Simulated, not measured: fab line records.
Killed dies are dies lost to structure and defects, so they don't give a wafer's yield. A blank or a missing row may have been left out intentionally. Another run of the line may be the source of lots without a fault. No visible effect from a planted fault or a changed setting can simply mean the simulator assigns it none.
The tool behind it: which one? ; flow nand_harc ; 72 wafers from 24 lots sampled at 6 of the route's 1159 steps

== WHAT EACH GAUGE READ, for each wafer ==
NHARC_P_M0_INSPECT_27.
lot;measured;on;raw_defect_count
L075;day 8 09:46;defect_inspect-02;172 139 175
L077;day 8 10:04;defect_inspect-02;202 204 193
L076;day 8 10:42;defect_inspect-02;412 423 469
L074;day 8 13:51;defect_inspect-01;295 303 279
L078;day 8 14:43;defect_inspect-01;510 580 274
L081;day 8 23:33;defect_inspect-02;260 225 148
L080;day 9 00:59;defect_inspect-02;609 696 337
L079;day 9 01:32;defect_inspect-02;468 309 208
L082;day 9 05:51;defect_inspect-01;190 176 238
L083;day 9 07:25;defect_inspect-02;332 243 520
L084;day 9 09:52;defect_inspect-02;374 489 346
L086;day 9 11:25;defect_inspect-02;785 857 687
L085;day 9 12:01;defect_inspect-01;183 227 186
L087;day 9 12:36;defect_inspect-01;368 305 307
L088;day 9 20:58;defect_inspect-02;316 454 335
L089;day 10 00:32;defect_inspect-01;279 567 296
L090;day 10 00:53;defect_inspect-01;319 284 196
L092;day 10 04:07;defect_inspect-01;167 187 278
L091;day 10 04:41;defect_inspect-01;188 150 258
L093;day 10 13:29;defect_inspect-01;159 305 187
L094;day 10 18:36;defect_inspect-01;232 281 200
L095;day 10 19:11;defect_inspect-01;216 194 189
L097;day 11 09:40;defect_inspect-01;307 275 441
L096;day 11 10:19;defect_inspect-02;385 178 82

NHARC_P_M1_CD_MEAS_16.
lot;measured;on;cd_nm (nm)
L075;day 8 11:40;cd_sem-01;129.6 129.3 129.6
L077;day 8 12:14;cd_sem-03;129.2 129.3 131.2
L076;day 8 13:38;cd_sem-01;131.6 131.3 130.6
L074;day 8 15:45;cd_sem-02;128.8 129.4 128.9
L078;day 8 16:29;cd_sem-02;128.4 131.2 131.2
L081;day 9 01:19;cd_sem-02;130.1 129.1 129.6
L080;day 9 03:19;cd_sem-03;129.6 131.5 130.8
L079;day 9 03:40;cd_sem-03;129.2 129.8 129.2
L082;day 9 07:55;cd_sem-01;130.0 129.1 130.4
L083;day 9 09:17;cd_sem-01;130.2 130.3 130.0
L084;day 9 11:56;cd_sem-01;130.2 129.3 128.3
L086;day 9 14:02;cd_sem-01;129.7 130.0 131.6
L085;day 9 15:18;cd_sem-02;130.3 130.2 130.7
L087;day 9 15:35;cd_sem-02;129.7 130.4 130.3
L088;day 9 22:44;cd_sem-02;128.9 129.3 129.9
L089;day 10 02:27;cd_sem-03;131.3 131.4 131.7
L090;day 10 02:46;cd_sem-03;131.1 128.7 129.8
L092;day 10 05:54;cd_sem-01;129.6 130.7 128.5
L091;day 10 06:35;cd_sem-01;132.3 131.7 131.1
L093;day 10 15:23;cd_sem-01;129.6 128.7 129.3
L094;day 10 20:29;cd_sem-02;130.0 129.2 131.8
L095;day 10 21:08;cd_sem-03;129.3 130.8 130.2
L097;day 11 11:35;cd_sem-02;130.4 131.5 130.8
L096;day 11 12:12;cd_sem-01;128.5 128.8 129.4

NHARC_P_BONDPAD_CD_MEAS_09 targets a cd of 500 nm.
lot;measured;on;cd_nm (nm)
L075;day 8 21:01;cd_sem-01;504.4 502.4 501.3
L077;day 8 21:25;cd_sem-03;499.9 500.9 500.5
L076;day 8 22:16;cd_sem-01;500.7 503.7 501.8
L074;day 8 23:49;cd_sem-02;501.6 499.4 499.9
L078;day 9 00:51;cd_sem-02;501.3 503.4 501.2
L081;day 9 09:36;cd_sem-02;501.4 500.7 500.4
L080;day 9 11:28;cd_sem-02;499.7 503.8 501.6
L079;day 9 14:02;cd_sem-03;499.6 499.4 500.2
L082;day 9 16:27;cd_sem-01;500.0 499.4 501.5
L083;day 9 18:19;cd_sem-01;500.6 502.3 499.1
L084;day 9 20:27;cd_sem-02;504.2 502.2 500.7
L086;day 9 22:08;cd_sem-02;501.5 500.8 502.9
L085;day 9 23:25;cd_sem-01;501.2 501.6 504.5
L087;day 9 23:50;cd_sem-02;501.2 499.5 499.0
L088;day 10 07:31;cd_sem-03;500.2 502.5 499.3
L089;day 10 10:57;cd_sem-01;500.5 498.9 502.7
L090;day 10 11:17;cd_sem-02;501.7 500.5 501.4
L092;day 10 14:10;cd_sem-01;498.4 500.2 498.5
L091;day 10 15:01;cd_sem-02;499.6 500.5 499.0
L093;day 10 23:21;cd_sem-03;501.5 501.6 499.3
L094;day 11 04:41;cd_sem-03;499.4 500.5 501.8
L095;day 11 05:40;cd_sem-01;497.0 497.6 499.7
L097;day 11 20:10;cd_sem-02;500.3 498.7 499.3
L096;day 11 20:32;cd_sem-01;498.2 499.9 500.2

NHARC_P_BONDPAD_OVL_MEAS_38.
lot;measured;on;overlay_x_nm (nm);overlay_y_nm (nm)
L075;day 8 21:07;overlay-02;-13 -13 -13;10 10 10
L077;day 8 21:30;overlay-01;-2 -2 -2;-1 -1 -1
L076;day 8 22:21;overlay-02;4 5 5;-8 -7 -8
L074;day 8 23:55;overlay-01;5 5 5;9 9 9
L078;day 9 00:58;overlay-01;10 10 9;3 4 4
L081;day 9 09:41;overlay-01;6 6 5;-9 -10 -9
L080;day 9 11:32;overlay-01;-1 -1 -1;-4 -4 -4
L079;day 9 14:07;overlay-01;-8 -8 -8;-12 -11 -12
L082;day 9 16:32;overlay-02;-4 -4 -4;1 1 2
L083;day 9 18:24;overlay-02;-5 -5 -5;-5 -5 -5
L084;day 9 20:32;overlay-01;-8 -9 -8;-1 -2 -2
L086;day 9 22:13;overlay-01;-1 -2 -2;11 11 11
L085;day 9 23:31;overlay-02;-4 -4 -4;-2 -2 -2
L087;day 9 23:56;overlay-01;-7 -8 -7;-10 -10 -11
L088;day 10 07:36;overlay-02;-8 -8 -8;-5 -5 -4
L089;day 10 11:02;overlay-01;10 10 10;6 6 6
L090;day 10 11:22;overlay-01;-10 -10 -9;3 4 4
L092;day 10 14:16;overlay-02;-4 -4 -4;1 1 2
L091;day 10 15:06;overlay-01;-11 -11 -11;-12 -12 -12
L093;day 10 23:26;overlay-01;0 0 0;-9 -10 -10
L094;day 11 04:46;overlay-02;-9 -9 -8;-9 -9 -9
L095;day 11 05:46;overlay-02;7 6 6;11 12 12
L097;day 11 20:16;overlay-01;-5 -6 -6;6 6 6
L096;day 11 20:37;overlay-01;5 4 5;-1 -1 -1

== WHAT TOOL EACH LOT RAN ON (gives the tool, then ch and the chambers of the sampled wafers, and finally the start) ==
lot;NHARC_P_M2_ETCH_35;NHARC_P_M2_DEGAS_29
L075;rie_diel-06 ch 0,2, day 8 16:10;pvd_sputter-02, day 8 17:07
L077;rie_diel-04 ch 0,2, day 8 16:39;pvd_sputter-03, day 8 17:35
L076;rie_diel-07 ch 0,1, day 8 17:48;pvd_sputter-03, day 8 18:46
L074;rie_diel-07 ch 0,1,3, day 8 19:33;pvd_sputter-01, day 8 20:29
L078;rie_diel-07 ch 0,1,2, day 8 20:35;pvd_sputter-02, day 8 21:30
L081;rie_diel-04 ch 0,1,3, day 9 05:27;pvd_sputter-01, day 9 06:23
L080;rie_diel-04 ch 0,3, day 9 07:16;pvd_sputter-03, day 9 08:13
L079;rie_diel-07 ch 0,1, day 9 08:28;pvd_sputter-02, day 9 09:25
L082;rie_diel-07 ch 0,1,2, day 9 12:18;pvd_sputter-01, day 9 13:13
L083;rie_diel-06 ch 0,1,3, day 9 14:11;pvd_sputter-02, day 9 15:05
L084;rie_diel-07 ch 0,2,3, day 9 16:08;pvd_sputter-01, day 9 17:05
L086;rie_diel-07 ch 0,2,3, day 9 17:50;pvd_sputter-02, day 9 18:47
L085;rie_diel-07 ch 0,1, day 9 19:07;pvd_sputter-01, day 9 20:03
L087;rie_diel-06 ch 1,2, day 9 19:35;pvd_sputter-01, day 9 20:31
L088;rie_diel-07 ch 0,1,3, day 10 02:49;pvd_sputter-03, day 10 03:46
L089;rie_diel-07 ch 0,1, day 10 06:22;pvd_sputter-03, day 10 07:21
L090;rie_diel-06 ch 1,3, day 10 06:52;pvd_sputter-01, day 10 07:53
L092;rie_diel-04 ch 1,3, day 10 09:52;pvd_sputter-02, day 10 10:50
L091;rie_diel-04 ch 1,2, day 10 10:49;pvd_sputter-01, day 10 11:45
L093;rie_diel-06 ch 0,3, day 10 19:12;pvd_sputter-03, day 10 20:08
L094;rie_diel-04 ch 1,2,3, day 11 00:26;pvd_sputter-03, day 11 01:22
L095;rie_diel-04 ch 0,3, day 11 01:22;pvd_sputter-01, day 11 02:18
L097;rie_diel-04 ch 0,1,2, day 11 16:01;pvd_sputter-02, day 11 16:59
L096;rie_diel-04 ch 0,2,3, day 11 16:12;pvd_sputter-01, day 11 17:09
- NHARC_P_M2_ETCH_35: etches the open film in N2/H2, target depth 40 nm, overetch 12 nm, time 43.94 s.
- NHARC_P_M2_DEGAS_29: time 60 s.

== WHAT THE TOOLS THEMSELVES READ (means of the sampled wafers that have a number; where no wafer has one, the mark that the record gives instead) ==
NHARC_P_M2_ETCH_35.
lot;tool;drypump_motor_current_A (A);h2_flow_sccm (sccm);oes_product_au (a.u.);rf_vpp_V (V);showerhead_plenum_p_Torr (Torr);throttle_valve_pct (%)
L075;rie_diel-06;6.2;150.1;1.003;430.1;2.03;14.170
L077;rie_diel-04;6.4;149.7;1.003;430.8;2.04;14.171
L076;rie_diel-07;5.2;150.0;0.994;431.9;2.10;14.175
L074;rie_diel-07;5.5;150.0;0.989;432.4;2.13;14.180
L078;rie_diel-07;5.2;149.8;0.998;432.5;2.12;14.171
L081;rie_diel-04;5.6;150.5;1.001;430.5;2.09;14.177
L080;rie_diel-04;6.0;150.3;1.004;431.0;2.05;14.165
L079;rie_diel-07;5.1;150.2;1.005;431.9;2.10;14.172
L082;rie_diel-07;5.1;150.2;0.997;431.9;2.12;14.171
L083;rie_diel-06;5.9;149.8;0.993;434.0;2.14;14.162
L084;rie_diel-07;5.5;149.8;0.997;433.8;2.15;14.168
L086;rie_diel-07;5.5;149.8;1.003;433.7;2.15;14.169
L085;rie_diel-07;5.2;149.6;1.001;431.7;2.10;14.173
L087;rie_diel-06;5.2;150.0;1.007;429.7;2.01;14.174
L088;rie_diel-07;5.5;150.1;0.999;432.7;2.13;14.167
L089;rie_diel-07;5.2;150.4;0.994;431.7;2.10;14.162
L090;rie_diel-06;5.3;149.6;0.991;433.9;2.17;14.174
L092;rie_diel-04;5.2;149.9;0.997;434.1;2.17;14.160
L091;rie_diel-04;6.1;150.3;1.002;431.9;2.08;14.177
L093;rie_diel-06;6.2;149.7;1.000;432.5;2.12;14.172
L094;rie_diel-04;5.6;150.5;1.002;432.4;2.13;14.170
L095;rie_diel-04;5.5;149.8;0.995;432.3;2.13;14.167
L097;rie_diel-04;6.1;149.7;1.014;431.1;2.05;14.177
L096;rie_diel-04;6.0;150.1;1.006;432.0;2.09;14.171

NHARC_P_M2_DEGAS_29.
lot;tool;heater_power_w (W)
L075;pvd_sputter-02;338
L077;pvd_sputter-03;301
L076;pvd_sputter-03;316
L074;pvd_sputter-01;352
L078;pvd_sputter-02;386
L081;pvd_sputter-01;319
L080;pvd_sputter-03;313
L079;pvd_sputter-02;364
L082;pvd_sputter-01;351
L083;pvd_sputter-02;339
L084;pvd_sputter-01;341
L086;pvd_sputter-02;339
L085;pvd_sputter-01;352
L087;pvd_sputter-01;357
L088;pvd_sputter-03;309
L089;pvd_sputter-03;315
L090;pvd_sputter-01;351
L092;pvd_sputter-02;363
L091;pvd_sputter-01;363
L093;pvd_sputter-03;311
L094;pvd_sputter-03;300
L095;pvd_sputter-01;367
L097;pvd_sputter-02;332
L096;pvd_sputter-01;355

== THE ANSWER, worked out from the rows above alone ==
Rule: what is usual is taken from the lots themselves. The widest of any qualifying gaps counts: lots, ordered by their means at a reading, are off when they make up no more than a third of the lots, leave a main group of 4 or more, and stand apart from it by 3 or more times the standard deviation of that group's means. A main group whose means are all the same, to the digits that the tables above print for the reading, isn't used. A lot without any number at a reading at which 4 lots or more have one is off too. All remaining lots with rows at the step are treated as sound. Order of review: gauges by route order, followed by the tools' own readings, for which a lot's mean as printed above is used. At the first step where some lot is off, the reading lying furthest off is the one used; lots without a number count as furthest.
No lot is off at any reading shown: from this, nothing can be told.

== WHAT HAD BEEN PUT IN BY THE SIMULATOR ==
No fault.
